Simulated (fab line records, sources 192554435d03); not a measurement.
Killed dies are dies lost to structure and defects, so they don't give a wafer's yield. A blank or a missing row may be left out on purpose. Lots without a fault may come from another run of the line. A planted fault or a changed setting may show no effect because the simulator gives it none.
fab line records | flow n5_finfet
record lots=7 wafers=21
route steps=1938 shown BEOL_M8@1362 BEOL_M9@1431 BEOL_M10@1480
start_h: hours from the record's first day to the start of the lot's first wafer shown | wait_h: hours since the lot's step before | " the same as in the row above | L1.1+2: a row that stands for several wafers | - no value, or no start given | * or withheld: withheld | < > ~ a bound
route shown NAME@n: a module of which the file shows steps, and the number in the route of the first | usual: mean/standard deviation of fault-free wafers | same: alike in all rows | chamber/n: place in a boat | sites: the reading at each site | _std_site: their standard deviation | _edge_site: outer sites' mean less inner sites' | radius_mm: how far each site lies from the wafer's centre | mask NAME#n: copy n | behind: the tool/chamber that last shaped the wafer | hold: why the lot was held/for how many hours/how that ended | device: the transistor (n, p or np) that didn't switch | end of line: the same wafers' tests at the end of the route | a step without rows: its recipe alone | killed: dies lost to structure and defects at the first sort, not the wafer's yield | map: a wafer's dies, x killed, . not, _ none there
set.NAME: the setting as run; set.NAME@STEP: as run at that earlier step | model.NAME: the simulator's own value behind a step, which no gauge read
lots whose settings were changed on purpose; a table a step, a row a wafer
## steps
# step N5_BEOL_M8_EXPOSE_25
# recipe mask_id=V7 na=0.33 source_shape=annular sigma_inner=0.4 sigma_outer=0.8 polarization=unpolarized target_cd_nm=40 dose_mj=42.5
# columns lot.wafer tool chamber start_h wait_h mask set.dose_mj
L077.4+5+6 euv_scanner-01 0 213.82 - V7#0 42.5
L081.1+5+6 euv_scanner-02 0 249.53 - V7#0 42.5
L083.3+4 euv_scanner-01 0 267.73 - V7#0 44.9
L083.6 " 0 " " V7#0 42.5
L084.4+5+6 euv_scanner-01 0 267.86 - V7#0 42.5
L088.2+6 euv_scanner-01 0 293.69 - V7#0 42.5
L088.5 " 0 " " V7#0 45.25
L093.2+3 euv_scanner-02 0 316.69 - V7#0 41.1
L093.5 " 0 " " V7#0 42.5
L097.2+4 euv_scanner-02 0 344.20 - V7#0 42.5
L097.5 " 0 " " V7#0 44.34
# step N5_BEOL_M8_PEB_26
# recipe peb_temp_c=100 peb_time_s=60 resist=CAR-EUV
# step N5_BEOL_M8_DEVELOP_27
# recipe develop_time_s=30 developer=TMAH resist=CAR-EUV rinse_liquid=surfactant_rinse dry=air_spin dev_temp_c=23
# step N5_BEOL_M8_CD_MEAS_28
# recipe target_cd_nm=40 landing_energy_ev=500 detector=se_inlens
# usual cd_nm=40.06/0.24
# columns lot.wafer tool chamber start_h wait_h set.dose_mj@BEOL_M8_EXPOSE_25 cd_nm
L077.4 cd_sem-03 0 213.93 - 42.5 39.79
L077.5 " 0 " " 42.5 40.02
L077.6 " 0 " " 42.5 40.15
L081.1 cd_sem-03 0 249.66 - 42.5 39.45
L081.5 " 0 " " 42.5 39.82
L081.6 " 0 " " 42.5 39.85
L083.3 cd_sem-03 0 267.85 - 44.9 41.08
L083.4 " 0 " " 44.9 41.42
L083.6 " 0 " " 42.5 39.98
L084.4 cd_sem-02 0 267.97 - 42.5 40.10
L084.5 " 0 " " 42.5 40.06
L084.6 " 0 " " 42.5 40.06
L088.2 cd_sem-03 0 293.82 - 42.5 40.31
L088.5 " 0 " " 45.25 41.01
L088.6 " 0 " " 42.5 39.86
L093.2 cd_sem-01 0 316.81 - 41.1 39.64
L093.3 " 0 " " 41.1 39.52
L093.5 " 0 " " 42.5 40.13
L097.2 cd_sem-03 0 344.33 - 42.5 40.08
L097.4 " 0 " " 42.5 40.01
L097.5 " 0 " " 44.34 40.90
# step N5_BEOL_M8_DESCUM_33
# recipe chemistry=O2 time_s=7 source_power_w=50 bias_power_w=20 pressure_mtorr=20 rf_frequency_hz=2.712e+07 temp_c=40 resist=CAR-EUV o2_flow_sccm=225
# columns lot.wafer tool chamber start_h wait_h set.dose_mj@BEOL_M8_EXPOSE_25 model.BEOL_M8.cd_nm
L077.4 rie_diel-04 3 214.58 0.6 42.5 39.8
L077.5 " 2 " " 42.5 40.2
L077.6 " 3 " " 42.5 40
L081.1+5+6 rie_diel-02 0,0,3 249.78 0.0 42.5 40
L083.3+4 rie_diel-02 0,1 267.97 0.0 44.9 41.2
L083.6 " 2 " " 42.5 40.2
L084.4 rie_diel-04 3 268.09 0.0 42.5 40
L084.5+6 " 2,1 " " 42.5 40.2
L088.2+6 rie_diel-02 3 294.53 0.6 42.5 40
L088.5 " 0 " " 45.25 41.4
L093.2 rie_diel-01 3 316.93 0.0 41.1 39.2
L093.3 " 2 " " 41.1 39
L093.5 " 3 " " 42.5 40
L097.2+4 rie_diel-01 2,0 344.46 0.0 42.5 40
L097.5 " 3 " " 44.34 41
# step N5_BEOL_M8_ETCH_72
# recipe chemistry=N2/H2 target=underlayer target_depth_a=65 mask_material=CAR-EUV time_s=5.2 ion_energy_ev=200 pressure_mtorr=30 source_w=840 bias_w=150 n2_flow_sccm=200 h2_flow_sccm=200 ends=cleared
# columns lot.wafer tool chamber start_h wait_h set.dose_mj@BEOL_M8_EXPOSE_25 model.BEOL_M8.cd_nm
L077.4 rie_diel-04 3 214.61 0.0 42.5 39.8
L077.5 " 2 " " 42.5 40.4
L077.6 " 3 " " 42.5 40
L081.1+5+6 rie_diel-02 0,0,3 249.82 0.0 42.5 39.8
L083.3+4 rie_diel-02 0,1 268.00 0.0 44.9 41.2
L083.6 " 2 " " 42.5 40.2
L084.4 rie_diel-04 3 268.12 0.0 42.5 40
L084.5+6 " 2,1 " " 42.5 40.2
L088.2 rie_diel-02 3 294.56 0.0 42.5 40
L088.5 " 0 " " 45.25 41.2
L088.6 " 3 " " 42.5 40.2
L093.2 rie_diel-01 3 316.97 0.0 41.1 39.2
L093.3 " 2 " " 41.1 39
L093.5 " 3 " " 42.5 40
L097.2+4 rie_diel-01 2,0 344.49 0.0 42.5 40
L097.5 " 3 " " 44.34 40.8
# step N5_BEOL_M8_ETCH_65
# recipe chemistry=CF4 target=SiARC target_depth_a=156 mask_material=CAR-EUV time_s=26 ion_energy_ev=80 pressure_mtorr=40 source_w=545 bias_w=36 Ar_flow_sccm=100 cf4_flow_sccm=100 ends=cleared
# columns lot.wafer tool chamber start_h wait_h set.dose_mj@BEOL_M8_EXPOSE_25 model.BEOL_M8.cd_nm
L077.4 rie_diel-04 3 214.63 0.0 42.5 39.8
L077.5 " 2 " " 42.5 40.4
L077.6 " 3 " " 42.5 40
L081.1 rie_diel-02 0 249.83 0.0 42.5 39.8
L081.5 " 0 " " 42.5 39.6
L081.6 " 3 " " 42.5 40
L083.3+4 rie_diel-02 0,1 268.02 0.0 44.9 41.2
L083.6 " 2 " " 42.5 40
L084.4 rie_diel-04 3 268.14 0.0 42.5 40
L084.5+6 " 2,1 " " 42.5 40.2
L088.2 rie_diel-02 3 294.58 0.0 42.5 40
L088.5 " 0 " " 45.25 41.2
L088.6 " 3 " " 42.5 40.2
L093.2 rie_diel-01 3 316.99 0.0 41.1 39
L093.3 " 2 " " 41.1 38.8
L093.5 " 3 " " 42.5 40
L097.2+4 rie_diel-01 2,0 344.51 0.0 42.5 40
L097.5 " 3 " " 44.34 40.8
# step N5_BEOL_M8_ETCH_66
# recipe chemistry=N2/H2 target=SOC target_depth_a=800 overetch_a=160 mask_material=SiARC temp_c=40 time_s=120 ion_energy_ev=200 pressure_mtorr=30 source_w=840 bias_w=150 n2_flow_sccm=200 h2_flow_sccm=200
# columns lot.wafer tool chamber start_h wait_h set.dose_mj@BEOL_M8_EXPOSE_25 model.BEOL_M8.cd_nm
L077.4 rie_diel-04 3 214.66 0.0 42.5 39.8
L077.5 " 2 " " 42.5 40.2
L077.6 " 3 " " 42.5 40
L081.1 rie_diel-02 0 249.86 0.0 42.5 39.8
L081.5 " 0 " " 42.5 39.6
L081.6 " 3 " " 42.5 40
L083.3 rie_diel-02 0 268.05 0.0 44.9 40.8
L083.4 " 1 " " 44.9 41.2
L083.6 " 2 " " 42.5 40
L084.4 rie_diel-04 3 268.17 0.0 42.5 39.8
L084.5 " 2 " " 42.5 40.2
L084.6 " 1 " " 42.5 40.4
L088.2 rie_diel-02 3 294.61 0.0 42.5 40
L088.5 " 0 " " 45.25 41
L088.6 " 3 " " 42.5 40.2
L093.2 rie_diel-01 3 317.01 0.0 41.1 39.2
L093.3 " 2 " " 41.1 39
L093.5 " 3 " " 42.5 40
L097.2 rie_diel-01 2 344.54 0.0 42.5 40
L097.4 " 0 " " 42.5 39.8
L097.5 " 3 " " 44.34 40.8
# step N5_BEOL_M8_STRIP_69
# recipe chemistry=N2/H2 temp_c=40 n2_flow_sccm=200 h2_flow_sccm=200 rf_frequency_hz=6e+07
# step N5_BEOL_M8_STRIP_73
# recipe chemistry=N2/H2 temp_c=40 n2_flow_sccm=200 h2_flow_sccm=200 rf_frequency_hz=6e+07
# step N5_BEOL_M8_STRIP_80
# recipe chemistry=N2/H2 time_s=10 power_w=450 temp_c=40 pressure_mtorr=20 rf_frequency_hz=6e+07 bias_power_w=7 n2_flow_sccm=200 h2_flow_sccm=200
# step N5_BEOL_M8_HM_STRIP_39
# recipe chemistry=peroxide_tin_strip material=TiN target_depth_a=250 temp_c=50 time_s=158
# columns lot.wafer tool chamber start_h wait_h set.temp_c@BEOL_M8_PECVD_70 model.SiO2_of_BEOL_M8_PECVD_70.thk_nm
L077.4+6 wet_bench-03 0,6 215.05 0.0 400 20.4
L077.5 " 7 " " 400 19.8
L081.1 wet_bench-03 7 250.25 0.0 400 19.6
L081.5 " 4 " " 383.7 22.6
L081.6 " 2 " " 400 20.2
L083.3 wet_bench-06 4 268.43 0.0 400 19.4
L083.4 " 0 " " 400 19.6
L083.6 " 3 " " 400 19.8
L084.4 wet_bench-05 0 268.55 0.0 400 19.8
L084.5 " 1 " " 400 20
L084.6 " 4 " " 400 19.6
L088.2 wet_bench-03 1 294.99 0.0 400 20
L088.5 " 3 " " 416.4 17.6
L088.6 " 2 " " 416.4 17.8
L093.2 wet_bench-06 7 317.40 0.0 400 20
L093.3 " 4 " " 400 19.6
L093.5 " 2 " " 400 20.2
L097.2 wet_bench-05 2 344.92 0.0 404.6 19.2
L097.4 " 0 " " 404.6 19.6
L097.5 " 7 " " 400 20
# step N5_BEOL_M9_EXPOSE_25
# recipe mask_id=V8 na=0.33 source_shape=annular sigma_inner=0.4 sigma_outer=0.8 polarization=unpolarized dose_mj=37.25
# columns lot.wafer tool chamber start_h wait_h mask set.dose_mj
L077.4+5 euv_scanner-01 0 221.21 - V8#0 37.25
L077.6 " 0 " " V8#0 39.44
L081.1+6 euv_scanner-01 0 257.06 - V8#0 37.25
L081.5 " 0 " " V8#0 35.14
L083.3+4+6 euv_scanner-01 0 276.66 - V8#0 37.25
L084.4+5+6 euv_scanner-01 0 277.03 - V8#0 37.25
L088.2+5 euv_scanner-01 0 302.94 - V8#0 36.13
L088.6 " 0 " " V8#0 37.25
L093.2+3 euv_scanner-01 0 325.39 - V8#0 34.64
L093.5 " 0 " " V8#0 37.25
L097.2 euv_scanner-01 0 350.71 - V8#0 34.99
L097.4+5 " 0 " " V8#0 37.25
# step N5_BEOL_M9_PEB_26
# recipe peb_temp_c=100 peb_time_s=60 resist=CAR-EUV
# step N5_BEOL_M9_DEVELOP_27
# recipe develop_time_s=30 developer=TMAH resist=CAR-EUV rinse_liquid=surfactant_rinse dry=air_spin dev_temp_c=23
# step N5_BEOL_M9_CD_MEAS_28
# recipe target_cd_nm=70 landing_energy_ev=500 detector=se_inlens polarity=opening
# usual cd_nm=69.92/0.24
# columns lot.wafer tool chamber start_h wait_h set.dose_mj@BEOL_M9_EXPOSE_25 cd_nm
L077.4 cd_sem-01 0 221.32 - 37.25 69.92
L077.5 " 0 " " 37.25 70.39
L077.6 " 0 " " 39.44 71.94
L081.1 cd_sem-01 0 257.19 - 37.25 70.01
L081.5 " 0 " " 35.14 68.47
L081.6 " 0 " " 37.25 70.07
L083.3 cd_sem-01 0 276.78 - 37.25 70.05
L083.4 " 0 " " 37.25 69.69
L083.6 " 0 " " 37.25 69.81
L084.4 cd_sem-02 0 277.15 - 37.25 70.12
L084.5 " 0 " " 37.25 69.83
L084.6 " 0 " " 37.25 70.25
L088.2 cd_sem-03 0 303.06 - 36.13 69.07
L088.5 " 0 " " 36.13 68.66
L088.6 " 0 " " 37.25 69.98
L093.2 cd_sem-03 0 325.51 - 34.64 67.92
L093.3 " 0 " " 34.64 67.84
L093.5 " 0 " " 37.25 70.29
L097.2 cd_sem-03 0 350.83 - 34.99 68.45
L097.4 " 0 " " 37.25 69.99
L097.5 " 0 " " 37.25 69.43
# step N5_BEOL_M10_EXPOSE_08
# recipe mask_id=M10 na=1.35 source_shape=dipole sigma_inner=0.411 sigma_outer=0.611 polarization=te dose_mj=53.75
# columns lot.wafer tool chamber start_h wait_h mask set.dose_mj
L077.4+5+6 arfi_scanner-01 0 226.65 - M10#0 53.75
L081.1+5 arfi_scanner-01 0 262.08 - M10#0 57.17
L081.6 " 0 " " M10#0 53.75
L083.3+4+6 arfi_scanner-01 0 283.29 - M10#0 53.75
L084.4+5+6 arfi_scanner-01 0 283.45 - M10#0 53.75
L088.2 arfi_scanner-02 0 309.99 - M10#0 56.82
L088.5+6 " 0 " " M10#0 53.75
L093.2+3+5 arfi_scanner-03 0 331.45 - M10#0 53.75
L097.2+5 arfi_scanner-01 0 355.79 - M10#0 55.95
L097.4 " 0 " " M10#0 53.75
# step N5_BEOL_M10_PEB_09
# recipe peb_temp_c=withheld peb_time_s=60 resist=CAR-ArF
# step N5_BEOL_M10_DEVELOP_10
# recipe develop_time_s=30 developer=TMAH resist=CAR-ArF rinse_liquid=diw dry=air_spin dev_temp_c=23
# step N5_BEOL_M10_CD_MEAS_11
# recipe target_cd_nm=64.1 landing_energy_ev=500 detector=se_inlens polarity=opening
# usual cd_nm=64.2/0.65
# columns lot.wafer tool chamber start_h wait_h set.dose_mj@BEOL_M10_EXPOSE_08 cd_nm
L077.4 cd_sem-01 0 226.76 - 53.75 64.6
L077.5 " 0 " " 53.75 64.7
L077.6 " 0 " " 53.75 65.0
L081.1 cd_sem-03 0 262.20 - 57.17 67.0
L081.5 " 0 " " 57.17 66.9
L081.6 " 0 " " 53.75 64.6
L083.3 cd_sem-01 0 283.41 - 53.75 65.1
L083.4 " 0 " " 53.75 64.4
L083.6 " 0 " " 53.75 64.3
L084.4 cd_sem-01 0 283.56 - 53.75 65.4
L084.5 " 0 " " 53.75 64.8
L084.6 " 0 " " 53.75 63.9
L088.2 cd_sem-02 0 310.12 - 56.82 66.4
L088.5 " 0 " " 53.75 63.8
L088.6 " 0 " " 53.75 63.8
L093.2 cd_sem-03 0 331.57 - 53.75 64.1
L093.3 " 0 " " 53.75 64.4
L093.5 " 0 " " 53.75 64.0
L097.2 cd_sem-03 0 355.91 - 55.95 67.0
L097.4 " 0 " " 53.75 64.6
L097.5 " 0 " " 55.95 66.6
# step N5_BEOL_M10_DESCUM_16
# recipe chemistry=O2 time_s=7.9 source_power_w=50 bias_power_w=20 pressure_mtorr=20 rf_frequency_hz=2.712e+07 temp_c=40 resist=CAR-ArF o2_flow_sccm=225
# step N5_BEOL_M10_ETCH_61
# recipe chemistry=CF4 target=SiARC target_depth_a=390 mask_material=CAR-ArF time_s=65 ion_energy_ev=80 pressure_mtorr=40 source_w=545 bias_w=36 Ar_flow_sccm=100 cf4_flow_sccm=100 ends=cleared
# columns lot.wafer tool chamber start_h wait_h set.dose_mj@BEOL_M10_EXPOSE_08 model.BEOL_M10.cd_offset_nm
L077.4 rie_diel-04 1 226.88 0.0 53.75 0.6
L077.5 " 1 " " 53.75 0.8
L077.6 " 2 " " 53.75 1.2
L081.1 rie_diel-02 2 262.33 0.0 57.17 3
L081.5 " 1 " " 57.17 3.2
L081.6 " 2 " " 53.75 0.6
L083.3 rie_diel-02 1 284.69 0.0 53.75 1
L083.4 " 2 " " 53.75 0.2
L083.6 " 2 " " 53.75 0
L084.4 rie_diel-02 3 284.94 0.0 53.75 1.2
L084.5 " 0 " " 53.75 0.6
L084.6 " 1 " " 53.75 -0.4
L088.2 rie_diel-02 2 310.66 0.0 56.82 2.4
L088.5 " 3 " " 53.75 -0.2
L088.6 " 0 " " 53.75 -0.4
L093.2 rie_diel-02 3 331.70 0.0 53.75 0.6
L093.3 " 1 " " 53.75 0.4
L093.5 " 2 " " 53.75 -0.2
L097.2 rie_diel-04 3 356.09 0.0 55.95 3.2
L097.4 " 1 " " 53.75 0.4
L097.5 " 2 " " 55.95 3
# step N5_BEOL_M10_ETCH_62
# recipe chemistry=N2/H2 target=SOC target_depth_a=1100 overetch_a=220 mask_material=SiARC temp_c=40 time_s=165 ion_energy_ev=200 pressure_mtorr=30 source_w=840 bias_w=150 n2_flow_sccm=200 h2_flow_sccm=200
# columns lot.wafer tool chamber start_h wait_h set.time_s set.dose_mj@BEOL_M10_EXPOSE_08 model.BEOL_M10.cd_offset_nm model.SiARC_of_BEOL_M10_COAT_60.thk_nm
L077.4 rie_diel-04 1 226.93 0.0 165 53.75 0.6 23.2
L077.5 " 1 " " 144.9 53.75 0.4 24
L077.6 " 2 " " 144.9 53.75 1 24.4
L081.1 rie_diel-02 2 262.38 0.0 191.2 57.17 3.2 22.4
L081.5 " 1 " " 191.2 57.17 3.8 22.6
L081.6 " 2 " " 191.2 53.75 1.2 22.6
L083.3 rie_diel-02 1 284.74 0.0 175.7 53.75 1 23
L083.4 " 2 " " 165 53.75 0 23.6
L083.6 " 2 " " 175.7 53.75 0 23
L084.4 rie_diel-02 3 284.99 0.0 165 53.75 0.8 23.8
L084.5 " 0 " " 165 53.75 0.6 23.8
L084.6 " 1 " " 165 53.75 -0.2 23.6
L088.2 rie_diel-02 2 310.71 0.0 174.5 56.82 2.4 23.4
L088.5+6 " 3,0 " " 165 53.75 -0.4 23.8
L093.2 rie_diel-02 3 331.75 0.0 179.6 53.75 0.6 23.2
L093.3 " 0 " " 165 53.75 0 23.8
L093.5 " 3 " " 179.6 53.75 -0.2 23.2
L097.2 rie_diel-04 3 356.14 0.0 165 55.95 3 23.4
L097.4 " 1 " " 128.9 53.75 -0.2 24.8
L097.5 " 2 " " 165 55.95 3.4 23.8
# step N5_BEOL_M10_STRIP_68
# recipe chemistry=N2/H2 temp_c=40 n2_flow_sccm=200 h2_flow_sccm=200 rf_frequency_hz=6e+07
# step N5_BEOL_M10_STRIP_67
# recipe chemistry=CF4 resist=SiARC power_w=300 bias_power_w=75 pressure_mtorr=50 cf4_flow_sccm=150 rf_frequency_hz=6e+07
# step N5_BEOL_M10_HM_OPEN_17
# recipe chemistry=Cl2/BCl3 target_depth_a=200 overetch_a=60 target=TiN mask_material=SOC ion_energy_ev=150 pressure_mtorr=10 icp_w=1000 bias_w=126 Cl2_flow_sccm=53.25 bcl3_flow_sccm=21.75 Ar_flow_sccm=25
# columns lot.wafer tool chamber start_h wait_h set.dose_mj@BEOL_M10_EXPOSE_08 model.BEOL_M10.cd_offset_nm
L077.4 rie_metal-03 0 227.15 0.1 53.75 0.6
L077.5 " 1 " " 53.75 0.2
L077.6 " 0 " " 53.75 1
L081.1 rie_metal-02 0 262.56 0.0 57.17 3.2
L081.5 " 1 " " 57.17 3.8
L081.6 " 0 " " 53.75 1
L083.3 rie_metal-01 0 284.95 0.1 53.75 1
L083.4 " 1 " " 53.75 -0.2
L083.6 " 0 " " 53.75 0
L084.4+5 rie_metal-01 0,1 285.20 0.1 53.75 0.8
L084.6 " 0 " " 53.75 -0.2
L088.2 rie_metal-03 0 310.90 0.0 56.82 2.4
L088.5+6 " 0,1 " " 53.75 -0.4
L093.2 rie_metal-01 1 331.93 0.0 53.75 0.6
L093.3 " 1 " " 53.75 0
L093.5 " 0 " " 53.75 -0.2
L097.2+5 rie_metal-03 0,1 356.33 0.0 55.95 3.2
L097.4 " 0 " " 53.75 -0.2
# step N5_BEOL_M10_STRIP_19
# recipe chemistry=O2 power_w=400 temp_c=40 pressure_mtorr=30 rf_frequency_hz=6e+07 bias_power_w=0 overash_fraction=0.2 o2_flow_sccm=225
# step N5_BEOL_M10_CD_MEAS_18
# recipe pitch_nm=140 target_cd_nm=70
# usual cd_nm=70.2/0.66
# columns lot.wafer tool chamber start_h wait_h set.dose_mj@BEOL_M10_EXPOSE_08 cd_nm
L077.4 cd_sem-03 - 227.30 0.1 53.75 70.5
L077.5 " - " " 53.75 69.6
L077.6 " - " " 53.75 71.4
L081.1 cd_sem-03 - 262.74 0.0 57.17 73.6
L081.5 " - " " 57.17 73.8
L081.6 " - " " 53.75 71.5
L083.3 cd_sem-01 - 285.17 0.1 53.75 70.9
L083.4 " - " " 53.75 69.9
L083.6 " - " " 53.75 70.0
L084.4 cd_sem-01 - 285.52 0.1 53.75 71.0
L084.5 " - " " 53.75 70.6
L084.6 " - " " 53.75 69.9
L088.2 cd_sem-02 - 311.13 0.1 56.82 72.6
L088.5 " - " " 53.75 69.8
L088.6 " - " " 53.75 69.6
L093.2 cd_sem-01 - 332.11 0.1 53.75 70.6
L093.3 " - " " 53.75 70.2
L093.5 " - " " 53.75 70.0
L097.2 cd_sem-01 - 356.52 0.1 55.95 73.1
L097.4 " - " " 53.75 69.5
L097.5 " - " " 55.95 73.1
# step N5_BEOL_M10_COAT_63
# recipe resist=SOC temp_c=250 time_s=60 spin_rpm=1500 resist_thk_nm=100
# step N5_BEOL_M10_COAT_64
# recipe resist=SiARC temp_c=220 time_s=60 spin_rpm=1500 resist_thk_nm=30
# step N5_BEOL_M10_PRECLEAN_42
# recipe chemistry=residue_remover time_s=60 temp_c=40
# step N5_BEOL_M10_SRD_43
# recipe time_s=30 temp_c=23 rinse_liquid=diw dry=ipa_marangoni
# step N5_BEOL_M10_CD_MEAS_35
# recipe target_cd_nm=70 polarity=opening
# usual cd_nm=70.2/0.72
# columns lot.wafer tool chamber start_h wait_h set.dose_mj@BEOL_M10_EXPOSE_08 cd_nm
L077.4 cd_sem-02 - 228.35 0.0 53.75 70.6
L077.5 " - " " 53.75 70.3
L077.6 " - " " 53.75 70.9
L081.1 cd_sem-01 - 266.03 0.0 57.17 73.7
L081.5 " - " " 57.17 74.4
L081.6 " - " " 53.75 71.1
L083.3 cd_sem-02 - 287.24 0.0 53.75 70.9
L083.4 " - " " 53.75 69.6
L083.6 " - " " 53.75 70.1
L084.4 cd_sem-03 - 288.11 0.0 53.75 70.8
L084.5 " - " " 53.75 70.5
L084.6 " - " " 53.75 69.9
L088.2 cd_sem-01 - 312.51 0.0 56.82 72.3
L088.5 " - " " 53.75 69.4
L088.6 " - " " 53.75 69.5
L093.2 cd_sem-01 - 334.27 0.0 53.75 70.6
L093.3 " - " " 53.75 70.1
L093.5 " - " " 53.75 69.8
L097.2 cd_sem-01 - 360.09 0.0 55.95 72.9
L097.4 " - " " 53.75 70.0
L097.5 " - " " 55.95 73.8
## key
split step=N5_BEOL_M8_EXPOSE_25 setting=dose_mj stated=42.5 by=wafer
response step=N5_BEOL_M8_CD_MEAS_28 reading=cd_nm change=+0.18 per=1% r=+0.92
response step=N5_BEOL_M8_DESCUM_33 reading=model.BEOL_M8.cd_nm change=+0.213 per=1% r=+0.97
response step=N5_BEOL_M8_ETCH_72 reading=model.BEOL_M8.cd_nm change=+0.186 per=1% r=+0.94
response step=N5_BEOL_M8_ETCH_65 reading=model.BEOL_M8.cd_nm change=+0.203 per=1% r=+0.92
response step=N5_BEOL_M8_ETCH_66 reading=model.BEOL_M8.cd_nm change=+0.177 per=1% r=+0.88
split step=N5_BEOL_M9_EXPOSE_25 setting=dose_mj stated=37.25 by=wafer
response step=N5_BEOL_M9_CD_MEAS_28 reading=cd_nm change=+0.292 per=1% r=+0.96
split step=N5_BEOL_M10_EXPOSE_08 setting=dose_mj stated=53.75 by=wafer
response step=N5_BEOL_M10_CD_MEAS_11 reading=cd_nm change=+0.427 per=1% r=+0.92
response step=N5_BEOL_M10_ETCH_61 reading=model.BEOL_M10.cd_offset_nm change=+0.472 per=1% r=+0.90
response step=N5_BEOL_M10_ETCH_62 reading=model.BEOL_M10.cd_offset_nm change=+0.496 per=1% r=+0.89
response step=N5_BEOL_M10_HM_OPEN_17 reading=model.BEOL_M10.cd_offset_nm change=+0.51 per=1% r=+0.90
response step=N5_BEOL_M10_CD_MEAS_18 reading=cd_nm change=+0.508 per=1% r=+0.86
response step=N5_BEOL_M10_CD_MEAS_35 reading=cd_nm change=+0.545 per=1% r=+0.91
split step=N5_BEOL_M10_ETCH_62 setting=time_s stated=165 by=wafer
response step=N5_BEOL_M10_ETCH_62 reading=model.SiARC_of_BEOL_M10_COAT_60.thk_nm change=-0.064 per=1% r=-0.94
split outside_this_file step=N5_BEOL_M8_PECVD_70 setting=temp_c
# split outside_this_file: this setting was split too, and the file shows its column; the key of that split is in another file
